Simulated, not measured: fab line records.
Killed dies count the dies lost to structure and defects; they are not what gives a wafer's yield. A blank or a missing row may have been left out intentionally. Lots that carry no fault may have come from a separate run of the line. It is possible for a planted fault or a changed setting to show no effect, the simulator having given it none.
Matching of chambers + flow nandHarc + NHARC_A_STAIRCASE_ETCHBACK_157 on rieDiel-12: 4 sister chambers
The step etches the open film in CH3F/O2, target depth 90 nm, time 167.14 s. 16 wafers are shown with their chamber, then 8 later ones without.

== EACH WAFER AND ITS CHAMBER ==
| wafer  | chamber | showerheadPlenumPTorr (Torr) | biasW (W) | rfVppV (V) |
|--------|---------|------------------------------|-----------|------------|
| L078.1 | 0       | 2.51                         | 100.04    | 245.0      |
| L078.4 | 3       | 2.50                         | 100.08    | 245.3      |
| L078.6 | 2       | 2.58                         | 100.10    | 245.8      |
| L077.1 | 0       | 2.51                         | 99.70     | 246.9      |
| L077.2 | 2       | 2.58                         | 99.92     | 245.7      |
| L077.3 | 1       | 2.36                         | 99.80     | 246.2      |
| L076.2 | 0       | 2.51                         | 99.63     | 245.8      |
| L076.3 | 3       | 2.50                         | 100.18    | 246.3      |
| L076.6 | 0       | 2.51                         | 99.76     | 246.4      |
| L079.3 | 2       | 2.57                         | 99.79     | 245.9      |
| L079.4 | 0       | 2.51                         | 99.60     | 247.0      |
| L079.6 | 3       | 2.50                         | 100.05    | 245.4      |
| L080.1 | 1       | 2.36                         | 99.53     | 242.9      |
| L080.4 | 0       | 2.51                         | 99.87     | 244.9      |
| L080.5 | 3       | 2.50                         | 100.42    | 244.7      |
| L086.2 | 1       | 2.36                         | 99.72     | 242.9      |

SIGNATURES (averages over the wafers above)
| reading               | chamber 0 | chamber 1 | chamber 2 | chamber 3 | scatter within a chamber |
|-----------------------|-----------|-----------|-----------|-----------|--------------------------|
| showerheadPlenumPTorr | 2.5100    | 2.3600    | 2.5767    | 2.5000    | 0.00236                  |
| biasW                 | 99.7667   | 99.6833   | 99.9367   | 100.1825  | 0.16                     |
| rfVppV                | 246.000   | 244.000   | 245.800   | 245.425   | 1.03                     |
Rule: for each reading, subtract the chamber's mean from the wafer's reading, divide by that reading's scatter and square the result; add these up over the readings and take the root, which gives the wafer's distance from the chamber. The wafer belongs to the nearest chamber; if the next one is less than 2 further off, it can't be placed. How the scatter is found: for the shown wafers, subtract from each reading the mean of its chamber, square and add these, divide the total by (wafers less chambers), then take the root.

== WAFERS MISSING THEIR CHAMBER ==
| wafer  | showerheadPlenumPTorr (Torr) | biasW (W) | rfVppV (V) |
|--------|------------------------------|-----------|------------|
| L086.3 | 2.49                         | 100.04    | 244.3      |
| L086.5 | 2.49                         | 100.51    | 243.9      |
| L090.4 | 2.56                         | 100.34    | 244.6      |
| L090.5 | 2.50                         | 100.26    | 245.7      |
| L090.6 | 2.49                         | 99.64     | 244.4      |
| L092.4 | 2.35                         | 99.43     | 242.3      |
| L092.5 | 2.49                         | 100.23    | 244.4      |
| L092.6 | 2.50                         | 100.16    | 243.7      |

== WHICH CHAMBER EACH ONE RAN IN ==
| wafer  | from the rows above | in truth                   |
|--------|---------------------|----------------------------|
| L086.3 | 3                   | 3                          |
| L086.5 | 3                   | 3                          |
| L090.4 | 2                   | 2                          |
| L090.5 | 3                   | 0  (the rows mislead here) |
| L090.6 | 3                   | 3                          |
| L092.4 | 1                   | 1                          |
| L092.5 | 3                   | 3                          |
| L092.6 | 3                   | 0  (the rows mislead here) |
Placed correctly: 6 of 8. Not placeable from these rows: 0. Placed wrongly: 2.
